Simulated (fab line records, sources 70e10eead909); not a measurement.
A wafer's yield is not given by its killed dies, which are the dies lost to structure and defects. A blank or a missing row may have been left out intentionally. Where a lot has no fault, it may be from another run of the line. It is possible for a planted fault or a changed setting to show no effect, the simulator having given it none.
8D (eight disciplines) problem report, filled in by code / flow nand harc / the parts of the form that need people (team, actions taken, sign-off) are left out

1. PROBLEM STATEMENT
thk nm at NHARC_A_ONON_D1_THK_MEAS_30 reads a mean of 1592 nm on 6 wafers of 2 lots; wafers without a fault read 999 nm with a standard deviation of 8.4. Measured from the usual mean, that is +71 standard deviations.
The step: measures by ellipsometry.
First seen on wafer L551.1, day 9 17:22, on film metro-01. At this step, 39 wafers from 13 lots have a number in the record. By rule, "out" or "out of limits" means more than 4 standard deviations away from the usual mean. All remaining wafers that have a number are taken as sound.

2. WHAT IT IS; WHAT IT IS NOT
question=which readings at this step | is=thk nm | is not=-
question=which lots | is=L551, L553 | is not=L544, L545, L547, L549, L556, L557, L562, L563, L564, L565, L567
question=which wafers of those lots | is=all that have a number | is not=-
question=read on which gauges | is=film metro-01 | is not=film metro-02
question=when | is=from day 9 17:22 | is not=up to then (12 sound wafers); but 21 sound wafers of L556, L557, L562, L563, L564, L565, L567 came after

3. SUSPECTS, AND WHAT RULES EACH OUT
Counting: a tool at a process step up to the reading stays a suspect if it ran every lot that is out and no sound lot after the first of them.
- the gauge at NHARC_A_ONON_D1_THK_MEAS_30 is ruled out. All the wafers that are out were read on film metro-01, but those of them that NHARC_END_SORT_01 has rows for are out there too, on other tools.
- rie si-01 at NHARC_A_ZERO_WELL_ETCH_13 (etches the open film in HBr/Cl2, target depth 120 nm, time 40.1 s): ruled out as a lasting fault. After its first lot that is out, L551 (day 8 05:53), sound lots L556, L557, L565 ran on it.
- pecvd onon-03 at NHARC_A_ONON_D1_DEP_28 (target thk 1000 nm): ruled out as a lasting fault. After its first lot that is out, L551 (day 9 16:52), sound lots L567 ran on it.
Left after counting: nothing in the record.

4. THE CAUSE (what the simulator had put in)
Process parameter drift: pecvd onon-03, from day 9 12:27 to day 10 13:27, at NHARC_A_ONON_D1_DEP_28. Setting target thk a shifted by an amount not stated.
Counting ruled it out, wrongly: the rule takes a fault to strike every lot that its tool runs from its start on, and this one did not.

5. SEQUENCE OF EFFECTS, ordered by route
Each row: a reading whose mean over the struck wafers that have a number lies more than 3 standard deviations from the usual. Only readings for which the record gives a usual standard deviation are gone through. hours: the time from each lot's start at the first step in this table that gives one to its start at this step, as a median over the lots. sigmas: the change in usual standard deviations.
hours=0; step=NHARC_A_ONON_D1_THK_MEAS_30; reading=thk nm; usual=999 nm; on struck wafers=1592; change=+593; sigmas=+71
hours=275; step=NHARC_END_SORT_01; reading=killed at array; usual=26; on struck wafers=675; change=+649; sigmas=+66
hours=275; step=NHARC_END_SORT_01; reading=killed dies; usual=29; on struck wafers=677; change=+648; sigmas=+65

6. WHAT WOULD HAVE CAUGHT IT SOONER
The first out-of-limits reading at a measuring or inspecting step in this record came at day 9 17:22, 5 hours after the fault's start at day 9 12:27.
Tool readings at NHARC_A_ONON_D1_DEP_28 with a usual standard deviation given in the record: none out on any struck wafer, hence no alarm at a limit of 4 standard deviations on them.
